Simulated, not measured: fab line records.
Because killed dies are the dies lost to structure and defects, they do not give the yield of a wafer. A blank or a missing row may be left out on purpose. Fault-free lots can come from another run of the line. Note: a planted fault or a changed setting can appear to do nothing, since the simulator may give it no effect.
8D (eight disciplines) problem report, filled in by code	flow n5_finfet	the parts of the form that need people (team, actions taken, sign-off) are left out

== 1. WHAT IS WRONG ==
Mean CJ_N at N5_BEOL_M4_RC_MEAS_101: 3.28 over 6 wafers in 2 lots; fault-free wafers: 4.35, standard deviation 0.1. Relative to the usual mean, that is a shift of -11 standard deviations.
First seen on wafer L475.2, day 10 22:18, on prober-02. Wafers with a number at this step in the record: 28, from 10 lots. The rule behind "out" and "out of limits": a value lying over 4 standard deviations away from the usual mean. The other wafers with a number count as sound.

== 2. WHAT IT IS AND WHAT IT IS NOT ==
question	is	is not
which readings at this step	CJ_N	DIBL_P, IOFF_N, IOFF_P, ION_N, ION_P, SS_N, SS_P, VT_N, VT_P
which lots	L475, L476	L463, L465, L466, L467, L477, L478, L480, L485
which wafers of those lots	all that have a number	-
read on which gauges	prober-02	prober-01
when	from day 10 22:18	up to then (11 sound wafers); but 11 sound wafers of L477, L478, L480, L485 came after

== 3. THE SUSPECTS, EACH WITH WHAT RULES IT OUT ==
Counting: any tool at a process step up to the reading is kept as a suspect provided that every lot that is out went through it and no sound lot did after the first of them.
- the gauge at N5_BEOL_M4_RC_MEAS_101 is ruled out. All the wafers that are out were read on prober-02, but those of them that N5_WELL_APT_IMPLANT_32 has rows for are out there too, on other tools.
- implanter-02 at N5_WELL_APT_IMPLANT_32: kept. Every lot that is out went through it, starting with L475 (day 4 15:35), and after that it ran no sound lot; the last sound lot it ran before then is L465 (day 2 03:31). On those wafers its own readings are out: dose_ions_cm2, faraday_current_uA.
Remaining after the count: implanter-02 at N5_WELL_APT_IMPLANT_32.

== 4. THE CAUSE (what the simulator had put in) ==
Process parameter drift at N5_WELL_APT_IMPLANT_32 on implanter-02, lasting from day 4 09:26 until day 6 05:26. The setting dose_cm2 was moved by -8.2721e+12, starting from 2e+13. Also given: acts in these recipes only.
Counting left only this tool.

== 5. THE EFFECT CHAIN, in route order ==
One row per reading whose mean, taken over the struck wafers that have a number, lies over 3 standard deviations from the usual. Scope: only readings with a usual standard deviation given in the record; hours: median across lots of the time from each lot's start at the first step in this table that gives one to its start at this step; sigmas: change in usual standard deviations.
hours	step	reading	usual	on struck wafers	change	sigmas
0	N5_WELL_APT_IMPLANT_32	dose_ions_cm2	1.9994e+13	1.1746e+13	-8.2475e+12	-99 or more
0	N5_WELL_APT_IMPLANT_32	faraday_current_uA	254	148	-106	-20
151	N5_BEOL_M4_RC_MEAS_101	CJ_N	4.35	3.28	-1.07	-11
Its process steps:
- N5_WELL_APT_IMPLANT_32

== 6. HOW IT WOULD HAVE BEEN CAUGHT EARLIER ==
In this record the first reading out of limits at a measuring or inspecting step was taken at day 10 22:18, 157 hours after the fault began at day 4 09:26.
At N5_WELL_APT_IMPLANT_32, the tool's own readings (dose_ions_cm2, faraday_current_uA) were out on each struck wafer the step has a row for, so an alarm limit on them would have fired on the first such wafer.
The start of N5_WELL_APT_IMPLANT_32 on implanter-02 came by day 10 22:18 for every one of the lots that are out (2). Tool hold at that time: it would have spared none of them.
